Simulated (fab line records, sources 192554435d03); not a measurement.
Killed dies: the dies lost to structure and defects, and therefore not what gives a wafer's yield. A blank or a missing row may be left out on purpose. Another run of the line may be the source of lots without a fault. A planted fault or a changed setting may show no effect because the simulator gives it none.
fab line records	flow n5Finfet
[record] lots = 7	wafers = 39
route steps=1938 shown FIN_SAQP@96 HKMG_FIN@403 MOL_CONTACT_COAG@563
startH: hours from the record's first day to the start of the lot's first wafer shown	waitH: how many hours have passed since the lot's step before this one	" repeats the value in the row above	L1.1+2: a single row standing in for several wafers	- no value, or no start was given	* or withheld: withheld	< > ~ a bound
route shown NAME@n: NAME is a module with steps in the file, n the number in the route of the first one	usual: the fault-free wafers' mean and standard deviation	same: alike in all rows	chamber/n: place in a boat	sites: each site's reading	_std_site: standard deviation of those values	_edge_site: outer sites' mean less inner sites'	radiusMm: how far each site lies from the wafer's centre	mask NAME#n: copy n	behind: the tool/chamber that last shaped the wafer	hold: why the lot was held/for how many hours/how that ended	device: whichever transistor did not switch (one of n, p or np)	end of line: the same wafers' tests at the end of the route	a step without rows: its recipe alone	killed: count of dies lost to structure and defects at first sort (not the wafer's yield)	map: shows each die of a wafer: x if killed, . if not, _ if none is there
set.NAME: setting as actually run; set.NAME@STEP: the setting as run at that earlier step	model.NAME: the simulator's own value behind a step, which no gauge read
lots run with intentionally changed settings; tables by step, rows by wafer
[[steps]]
[step N5_FIN_SAQP_HM_DEP_03]
[recipe] material = SiNx	targetThkA = 380	tempC = 400	precursor = SiH4/NH3/N2	pressureTorr = 1.5	rfW = 300	timeS = 33.6
lot.wafer	tool	chamber	startH	waitH	set.timeS	model.SiNx_of_FIN_SAQP_HM_DEP_03.thkNm
L074.1	pecvd-04	1	21.49	0.2	26.63	29.73
L074.2	"	0	"	"	33.6	37.39
L074.3	"	0	"	"	33.6	38.21
L074.4	"	1	"	"	26.63	29.97
L074.5	"	1	"	"	26.63	29.65
L074.6	"	0	"	"	33.6	37.93
L078.1	pecvd-02	2	45.74	0.2	33.6	37.24
L078.2	"	1	"	"	33.6	37.26
L078.3	"	0	"	"	33.6	37.46
L078.4	"	0	"	"	33.6	37.91
L078.5	"	2	"	"	33.6	37.54
L078.6	"	1	"	"	33.6	38.02
L081.2	pecvd-03	0	63.25	0.2	33.6	37.32
L081.4	"	1	"	"	33.6	37.56
L081.5	"	2	"	"	33.6	37.07
L082.1	pecvd-03	0	69.31	0.2	33.6	37.05
L082.2	"	2	"	"	28.43	30.96
L082.3	"	1	"	"	28.43	30.66
L082.4	"	1	"	"	33.6	37.29
L082.5	"	2	"	"	33.6	37.39
L082.6	"	0	"	"	28.43	31.59
L084.1	pecvd-02	0	81.70	0.2	20.12	23.4
L084.2	"	2	"	"	33.6	37.41
L084.3	"	1	"	"	33.6	37.66
L084.4	"	0	"	"	33.6	38.27
L084.5	"	2	"	"	20.12	22.57
L084.6	"	1	"	"	20.12	22.76
L091.1	pecvd-02	2	124.17	0.2	33.6	37.85
L091.2	"	0	"	"	33.6	38.29
L091.3	"	0	"	"	21.54	24.75
L091.4	"	2	"	"	21.54	24.4
L091.5	"	2	"	"	33.6	38.22
L091.6	"	0	"	"	21.54	24.81
L093.1	pecvd-02	2	135.99	0.2	17.35	19.04
L093.2	"	0	"	"	17.35	19.44
L093.3	"	1	"	"	33.6	37.52
L093.4	"	2	"	"	17.35	19.43
L093.5	"	1	"	"	33.6	37.84
L093.6	"	0	"	"	33.6	38.62
[step N5_FIN_SAQP_THK_MEAS_05]
[usual] thkNm = 37.8/0.49
lot.wafer	tool	chamber	startH	waitH	set.timeS@FIN_SAQP_HM_DEP_03	thkNm
L074.1	filmMetro-01	-	21.61	0.1	26.63	29.7
L074.2	"	-	"	"	33.6	37.4
L074.3	"	-	"	"	33.6	38.2
L074.4	"	-	"	"	26.63	29.9
L074.5	"	-	"	"	26.63	29.6
L074.6	"	-	"	"	33.6	38.0
L078.1	filmMetro-02	-	45.95	0.2	33.6	37.3
L078.2	"	-	"	"	33.6	37.3
L078.3	"	-	"	"	33.6	37.5
L078.4	"	-	"	"	33.6	37.9
L078.5	"	-	"	"	33.6	37.6
L078.6	"	-	"	"	33.6	38.0
L081.2	filmMetro-01	-	63.33	0.1	33.6	37.3
L081.4	"	-	"	"	33.6	37.6
L081.5	"	-	"	"	33.6	37.1
L082.1	filmMetro-02	-	69.39	0.1	33.6	37.1
L082.2	"	-	"	"	28.43	30.9
L082.3	"	-	"	"	28.43	30.7
L082.4	"	-	"	"	33.6	37.3
L082.5	"	-	"	"	33.6	37.4
L082.6	"	-	"	"	28.43	31.6
L084.1	filmMetro-02	-	81.78	0.1	20.12	23.4
L084.2	"	-	"	"	33.6	37.4
L084.3	"	-	"	"	33.6	37.7
L084.4	"	-	"	"	33.6	38.2
L084.5	"	-	"	"	20.12	22.6
L084.6	"	-	"	"	20.12	22.7
L091.1	filmMetro-02	-	124.28	0.1	33.6	37.9
L091.2	"	-	"	"	33.6	38.3
L091.3	"	-	"	"	21.54	24.8
L091.4	"	-	"	"	21.54	24.4
L091.5	"	-	"	"	33.6	38.3
L091.6	"	-	"	"	21.54	24.8
L093.1	filmMetro-01	-	136.07	0.1	17.35	19.1
L093.2	"	-	"	"	17.35	19.4
L093.3	"	-	"	"	33.6	37.5
L093.4	"	-	"	"	17.35	19.5
L093.5	"	-	"	"	33.6	37.8
L093.6	"	-	"	"	33.6	38.6
[step N5_FIN_SAQP_PECVD_47]
[recipe] material = a-Si	targetThkA = 450	tempC = 400	precursor = SiH4/He	pressureTorr = 3	rfW = 100	timeS = 36.3
[step N5_FIN_SAQP_PECVD_48]
[recipe] material = SiNx	targetThkA = 250	tempC = 400	precursor = SiH4/NH3/N2	pressureTorr = 1.5	rfW = 300	timeS = 22.1
[step N5_FIN_SAQP_MANDREL2_REMOVE_60]
[recipe] chemistry = HBr/Cl2/O2	btTimeS = 10	target = a-Si	stopOn = SiNx	endpoint = OES-SiCl	overEtchFrac = 1	icpW = 600	biasW = 22	HBr_flow_sccm = 150	Cl2_flow_sccm = 80	O2_flow_sccm = 5	pressureMtorr = 10
[step N5_FIN_SAQP_HM_OPEN_33]
[recipe] chemistry = CH3F/O2	target = SiNx	maskMaterial = SiO2	targetDepthA = 494	timeS = 70.6	pressureMtorr = 30	sourceW = 395	biasW = 73	Ar_flow_sccm = 150	CH3F_flow_sccm = 30	O2_flow_sccm = 20	ionEnergyEv = 120	ends = cleared
[usual] etchRfOnTimeS = 68.6/1.9
lot.wafer	tool	chamber	startH	waitH	set.timeS@FIN_SAQP_HM_DEP_03	etchRfOnTimeS	model.etch.depthNm
L074.1	rieDiel-01	3	26.84	0.2	26.63	54.0	29.01
L074.2	"	1	"	"	33.6	70.1	36.75
L074.3	"	0	"	"	33.6	69.1	37.42
L074.4	"	2	"	"	26.63	57.2	29.34
L074.5	"	3	"	"	26.63	54.5	29.01
L074.6	"	0	"	"	33.6	69.1	37.3
L078.1	rieDiel-03	0	50.38	0.0	33.6	67.4	36.6
L078.2	"	3	"	"	33.6	67.7	36.4
L078.3	"	1	"	"	33.6	67.8	36.83
L078.4	"	2	"	"	33.6	71.1	37.26
L078.5	"	2	"	"	33.6	69.2	36.68
L078.6	"	1	"	"	33.6	69.1	37.37
L081.2	rieDiel-01	3	68.39	0.0	33.6	66.7	36.69
L081.4	"	0	"	"	33.6	68.0	36.93
L081.5	"	3	"	"	33.6	66.5	36.45
L082.1	rieDiel-03	2	73.92	0.0	33.6	69.7	36.4
L082.2	"	0	"	"	28.43	55.7	30.1
L082.3	"	3	"	"	28.43	55.8	30.04
L082.4	"	1	"	"	33.6	68.1	36.65
L082.5	"	0	"	"	33.6	68.2	36.74
L082.6	"	1	"	"	28.43	57.4	30.95
L084.1	rieDiel-06	3	86.74	0.0	20.12	42.7	22.54
L084.2	"	1	"	"	33.6	67.0	36.77
L084.3	"	2	"	"	33.6	66.4	37.04
L084.4	"	0	"	"	33.6	69.1	37.63
L084.5	"	0	"	"	20.12	40.1	21.93
L084.6	"	3	"	"	20.12	42.0	22.11
L091.1	rieDiel-06	0	128.97	0.2	33.6	67.2	37.21
L091.2	"	3	"	"	33.6	71.2	37.66
L091.3	"	1	"	"	21.54	43.0	24.1
L091.4	"	3	"	"	21.54	44.6	23.54
L091.5	"	0	"	"	33.6	68.2	37.57
L091.6	"	1	"	"	21.54	43.2	24.17
L093.1	rieDiel-01	0	140.33	0.0	17.35	34.0	18.39
L093.2	"	1	"	"	17.35	36.2	18.8
L093.3	"	3	"	"	33.6	68.2	36.66
L093.4	"	0	"	"	17.35	35.1	18.8
L093.5	"	3	"	"	33.6	68.8	37.19
L093.6	"	1	"	"	33.6	73.5	38
[step N5_HKMG_FIN_ETCH_55]
[recipe] chemistry = N2/H2	target = SOC	targetDepthA = 2400	tempC = 40	timeS = 300	ionEnergyEv = 200	maskMaterial = SiARC	pressureMtorr = 30	sourceW = 840	biasW = 150	n2FlowSccm = 200	h2FlowSccm = 200
lot.wafer	tool	chamber	startH	waitH	set.timeS	model.HKMG_FIN.featureDepthNm	model.etch.depthNm	model.SiARC_of_HKMG_FIN_COAT_42.thkNm
L074.1	rieDiel-06	1	70.93	0.0	435.8	363.4	363.3	13.8
L074.2	"	0	"	"	300	243.6	243.6	21.2
L074.3	"	2	"	"	435.8	367.8	367.8	13.2
L074.4	"	3	"	"	435.8	344.2	344.2	15.4
L074.5	"	1	"	"	300	252.4	252.3	20.4
L074.6	"	0	"	"	300	244.8	244.8	21
L078.1	rieDiel-06	1	96.75	0.0	300	247.8	247.8	20.8
L078.2	"	3	"	"	300	235.4	235.3	21.6
L078.3	"	2	"	"	300	250.6	250.7	20.2
L078.4	"	0	"	"	300	243.2	243.1	21.2
L078.5	"	3	"	"	300	233.4	233.3	21.6
L078.6	"	2	"	"	300	248.2	248.1	20.2
L081.2	rieDiel-03	0	119.24	0.0	300	237.8	237.9	21.4
L081.4	"	3	"	"	300	235.6	235.6	22
L081.5	"	2	"	"	300	231.4	231.3	21.8
L082.1	rieDiel-06	2	119.97	0.0	132	112	112.1	28.4
L082.2	"	3	"	"	132	104.8	104.8	29.2
L082.3	"	1	"	"	132	112.2	112.1	28.8
L082.4	"	0	"	"	300	247.8	247.9	21
L082.5	"	0	"	"	300	247.8	247.7	20.8
L082.6	"	1	"	"	300	254.4	254.3	20.2
L084.1	rieDiel-01	2	131.84	0.0	300	229.2	229.3	22
L084.2	"	0	"	"	300	244	244	20.8
L084.3	"	1	"	"	300	230.2	230.2	22
L084.4	"	0	"	"	300	243.8	243.8	20.8
L084.5	"	2	"	"	300	228.6	228.7	22
L084.6	"	1	"	"	300	228	228	22.2
L091.1	rieDiel-01	2	177.22	0.0	300	228.6	228.6	21.8
L091.2	"	0	"	"	410.3	334	334.1	15.2
L091.3	"	3	"	"	300	241.8	241.7	21
L091.4	"	3	"	"	410.3	327	326.9	16.2
L091.5	"	0	"	"	300	244.4	244.3	20.6
L091.6	"	2	"	"	410.3	313.2	313.2	17
L093.1	rieDiel-01	1	189.25	0.0	300	236.6	236.7	21.6
L093.2	"	0	"	"	425.3	347.4	347.4	14.6
L093.3	"	3	"	"	425.3	343	342.9	15.2
L093.4	"	2	"	"	300	227.6	227.6	22
L093.5	"	3	"	"	425.3	341.8	341.7	15.4
L093.6	"	0	"	"	300	244.4	244.4	20.6
[step N5_MOL_CONTACT_COAG_PECVD_31]
[recipe] material = SiO2	targetThkA = 460	tempC = 400	precursor = TEOS/O2	pressureTorr = 6.5	rfW = withheld	teosFlowSccm = withheld	gas = O2	flowSccm = 2650	timeS = 8.9
lot.wafer	tool	chamber	startH	waitH	set.timeS	model.SiO2_of_MOL_CONTACT_COAG_PECVD_31.thkNm
L074.1	pecvd-04	0	102.14	0.3	5.833	30.8
L074.2	"	1	"	"	5.833	30.6
L074.3+5	"	2,0	"	"	8.9	46.4
L074.4	"	2	"	"	5.833	31.8
L074.6	"	1	"	"	8.9	47
L078.1	pecvd-02	0	120.97	0.3	8.9	45.2
L078.2	"	2	"	"	8.9	45.4
L078.3	"	2	"	"	8.9	46
L078.4	"	0	"	"	8.9	46.4
L078.5	"	2	"	"	8.9	45.6
L078.6	"	0	"	"	8.9	46.2
L082.1+3	pecvd-04	2,0	142.31	0.3	13.87	69.4
L082.2	"	1	"	"	8.9	46.4
L082.4	"	1	"	"	8.9	46.8
L082.5	"	2	"	"	8.9	46.2
L082.6	"	0	"	"	13.87	70.6
L081.2	pecvd-02	2	142.96	0.3	8.9	44.8
L081.4	"	1	"	"	8.9	46
L081.5	"	0	"	"	8.9	46.2
L084.1	pecvd-02	0	156.26	0.3	4.646	25
L084.2	"	2	"	"	4.646	24.6
L084.3	"	1	"	"	4.646	24.8
L084.4	"	0	"	"	8.9	46.8
L084.5+6	"	2,1	"	"	8.9	46.4
L091.1	pecvd-03	1	202.53	0.3	8.9	45.2
L091.2	"	0	"	"	8.9	46
L091.3	"	2	"	"	4.67	24.6
L091.4	"	2	"	"	4.67	25
L091.5	"	0	"	"	4.67	25.6
L091.6	"	1	"	"	8.9	45.6
L093.1	pecvd-03	0	215.08	0.3	8.9	46.4
L093.2	"	1	"	"	8.9	45.6
L093.3	"	2	"	"	11.9	59.8
L093.4	"	2	"	"	11.9	60.8
L093.5	"	1	"	"	8.9	46
L093.6	"	0	"	"	11.9	61.8
[step N5_MOL_CONTACT_COAG_COAT_75]
[recipe] resist = SOC	tempC = 250	timeS = 60	spinRpm = 1500	resistThkNm = 60
[step N5_MOL_CONTACT_COAG_COAT_76]
[recipe] resist = SiARC	tempC = 220	timeS = 60	spinRpm = 1500	resistThkNm = 10
[step N5_MOL_CONTACT_COAG_ETCHBACK_135]
[recipe] chemistry = CHF3	target = SiO2	targetDepthA = 250	timeS = 16.7	ionEnergyEv = 200	pressureMtorr = 30	sourceW = 610	biasW = 170	Ar_flow_sccm = 200	CHF3_flow_sccm = 50
[step N5_MOL_CONTACT_COAG_STRIP_118]
[recipe] chemistry = CHF3	resist = SiARC	rfFrequencyHz = 6e+07
[step N5_MOL_CONTACT_COAG_VIA_ETCH_46]
[recipe] chemistry = C4F6/O2	targetDepthA = 460	overetchA = 92	maskMaterial = SOC	target = SiO2	biasW = 455	pressureMtorr = 10	timeS = 40	sourceW = 325	Ar_flow_sccm = 300	C4F6_flow_sccm = 10	O2_flow_sccm = 10	ionEnergyEv = 575.3	ends = endPoint
lot.wafer	tool	chamber	startH	waitH	set.timeS@MOL_CONTACT_COAG_PECVD_31	model.etch.depthNm
L074.1	rieDiel-06	0	103.16	0.0	5.833	30.89
L074.2	"	2	"	"	5.833	30.57
L074.3	"	3	"	"	8.9	46.33
L074.4	"	1	"	"	5.833	31.75
L074.5	"	0	"	"	8.9	46.39
L074.6	"	1	"	"	8.9	47.05
L078.1	rieDiel-03	0	122.10	0.0	8.9	45.15
L078.2	"	1	"	"	8.9	45.33
L078.3	"	2	"	"	8.9	46.03
L078.4	"	3	"	"	8.9	46.48
L078.5	"	3	"	"	8.9	45.68
L078.6	"	0	"	"	8.9	46.19
L082.1	rieDiel-06	0	143.97	0.0	13.87	55.7
L082.2	"	1	"	"	8.9	46.35
L082.3	"	3	"	"	13.87	53.22
L082.4	"	2	"	"	8.9	46.83
L082.5	"	3	"	"	8.9	46.21
L082.6	"	2	"	"	13.87	57.69
L081.2	rieDiel-06	2	144.56	0.0	8.9	44.75
L081.4	"	3	"	"	8.9	46.02
L081.5	"	2	"	"	8.9	46.16
L084.1	rieDiel-03	1	157.45	0.0	4.646	25.05
L084.2	"	3	"	"	4.646	24.52
L084.3	"	0	"	"	4.646	24.79
L084.4	"	3	"	"	8.9	46.82
L084.5	"	1	"	"	8.9	46.46
L084.6	"	0	"	"	8.9	46.37
L091.1	rieDiel-03	0	203.63	0.0	8.9	45.13
L091.2	"	3	"	"	8.9	46.04
L091.3	"	1	"	"	4.67	24.65
L091.4	"	1	"	"	4.67	25.01
L091.5	"	0	"	"	4.67	25.61
L091.6	"	3	"	"	8.9	45.51
L093.1	rieDiel-01	2	216.14	0.0	8.9	46.47
L093.2	"	1	"	"	8.9	45.52
L093.3	"	0	"	"	11.9	56.19
L093.4	"	3	"	"	11.9	55.93
L093.5	"	1	"	"	8.9	45.91
L093.6	"	2	"	"	11.9	54.12
[[key]]
[split] step = N5_FIN_SAQP_HM_DEP_03	setting = timeS	stated = 33.6	by = wafer
[response] step = N5_FIN_SAQP_HM_DEP_03	reading = model.SiNx_of_FIN_SAQP_HM_DEP_03.thkNm	change = +0.38	per = 1%	r = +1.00
[response] step = N5_FIN_SAQP_THK_MEAS_05	reading = thkNm	change = *	per = 1%	r = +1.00
[response] step = N5_FIN_SAQP_HM_OPEN_33	reading = etchRfOnTimeS	change = *	per = 1%	r = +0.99
[response] step = N5_FIN_SAQP_HM_OPEN_33	reading = model.etch.depthNm	change = +0.381	per = 1%	r = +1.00
[split] step = N5_HKMG_FIN_ETCH_55	setting = timeS	stated = 300	by = wafer
[response] step = N5_HKMG_FIN_ETCH_55	reading = model.HKMG_FIN.featureDepthNm	change = +2.49	per = 1%	r = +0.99
[response] step = N5_HKMG_FIN_ETCH_55	reading = model.etch.depthNm	change = +2.49	per = 1%	r = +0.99
[response] step = N5_HKMG_FIN_ETCH_55	reading = model.SiARC_of_HKMG_FIN_COAT_42.thkNm	change = -0.146	per = 1%	r = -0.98
[split] step = N5_MOL_CONTACT_COAG_PECVD_31	setting = timeS	stated = 8.9	by = wafer
[response] step = N5_MOL_CONTACT_COAG_PECVD_31	reading = model.SiO2_of_MOL_CONTACT_COAG_PECVD_31.thkNm	change = +0.436	per = 1%	r = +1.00
[response] step = N5_MOL_CONTACT_COAG_VIA_ETCH_46	reading = model.etch.depthNm	shape = bent	atLowest = 24.79	atStated = 46.05	atHighest = 55.54
